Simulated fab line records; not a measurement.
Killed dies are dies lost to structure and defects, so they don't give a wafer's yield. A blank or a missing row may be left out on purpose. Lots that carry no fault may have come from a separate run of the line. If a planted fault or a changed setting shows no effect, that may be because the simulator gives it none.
One fault through the eyes of 3 desks	flow n5_finfet	numbers are kept per desk, each desk with only its own; the story behind them comes last

== THE DEFECT DESK ==
Lot by lot, what the route's inspections counted, given as the mean of those sampled wafers with a number. Marked OUT: a lot whose mean sits more than 4 standard deviations from the usual mean, which makes it out of limits; the brackets give that distance.
Columns: A = raw_defect_count at N5_BEOL_M3_INSPECT_30, usual 417
lot	first seen here	A
L969	day 7 09:08	334
L970	day 7 12:30	458
L972	day 7 19:47	488
L973	day 7 21:26	390
L978	day 10 09:56	491
L979	day 10 10:58	362
L980	day 10 11:07	570
L985	day 11 10:04	466
L990	day 12 12:51	301
L991	day 13 05:44	337
This desk's verdict: no lot among the 10 shows anything out of limits.

== THE METROLOGY DESK ==
Means of the sampled wafers that have a number, per lot and without regard to the tool the lot ran on: this is what the gauges read. Marked OUT: a lot whose mean sits more than 4 standard deviations from the usual mean, which makes it out of limits; the brackets give that distance. Of its 10 readings 7 are shown: those that lie furthest out on some lot.
Columns: A = DIBL_N at N5_BEOL_M4_RC_MEAS_101, usual 35.9 mV/V; B = IOFF_N at N5_BEOL_M4_RC_MEAS_101, usual 0.15 nA/um; C = IOFF_P at N5_BEOL_M4_RC_MEAS_101, usual 0.21 nA/um; D = SS_N at N5_BEOL_M4_RC_MEAS_101, usual 71.3 mV/dec; E = SS_P at N5_BEOL_M4_RC_MEAS_101, usual 73.1 mV/dec; F = VT_N at N5_BEOL_M4_RC_MEAS_101, usual 250 mV; G = VT_P at N5_BEOL_M4_RC_MEAS_101, usual -251 mV
lot	first seen here	A	B	C	D	E	F	G
L969	day 8 07:27	36.8	0.16	0.20	70.5	73.3	248	-251
L970	day 8 09:34	34.2	0.13	0.20	71.3	72.4	252	-250
L972	day 8 18:11	36.6	0.17	0.22	71.7	73.7	250	-249
L973	day 8 18:22	35.2	0.14	0.20	70.8	72.7	251	-249
L978	day 11 00:13	33.7	0.11	0.16	70.2	72.6	252	-255
L979	day 11 04:37	37.0	0.16	0.21	71.7	73.0	251	-251
L980	day 11 06:11	36.4	0.16	0.23	71.4	73.2	248	-248
L985	day 12 07:35	33.3	0.13	0.18	70.6	71.9	252	-250
L990	day 13 22:01	35.8	0.15	0.21	71.3	73.7	250	-250
L991	day 14 03:22	34.6	0.12	0.16	70.8	72.6	255	-254
This desk's verdict: no lot among the 10 shows anything out of limits.

== THE TOOL OWNER'S DESK: ald_sin-03 ==
The tool's own readings at N5_BEOL_M3_ALD_98 (deposits SiO2, target thk 2.5 nm, pulse time 1 s, co reactant pulse time 1 s): means of the sampled wafers that have a number, for each lot that ran on this tool. Marked OUT: a lot whose mean sits more than 4 standard deviations from the usual mean, which makes it out of limits; the brackets give that distance.
Columns: A = heater_power_w at N5_BEOL_M3_ALD_98, usual 80 W; B = precursor_pulse_height_rel at N5_BEOL_M3_ALD_98, usual 1.000; C = susceptor_temp_C at N5_BEOL_M3_ALD_98, usual 99.99 C
lot	first seen here	A	B	C
L970	day 7 12:40	79	1.007	99.98
L973	day 7 21:36	79	0.999	99.94
L978	day 10 10:06	75	1.032	100.04
L979	day 10 11:51	72	1.010	-
L980	day 10 11:53	75	0.990	99.84
This desk's verdict: no lot among the 5 shows anything out of limits.

== PUT TOGETHER ==
Nothing the defect desk looked at was out of limits.
The metrology desk saw nothing out of limits.
The desk of the tool owner found nothing out of limits.

== WHAT THE SIMULATOR HAD PUT IN ==
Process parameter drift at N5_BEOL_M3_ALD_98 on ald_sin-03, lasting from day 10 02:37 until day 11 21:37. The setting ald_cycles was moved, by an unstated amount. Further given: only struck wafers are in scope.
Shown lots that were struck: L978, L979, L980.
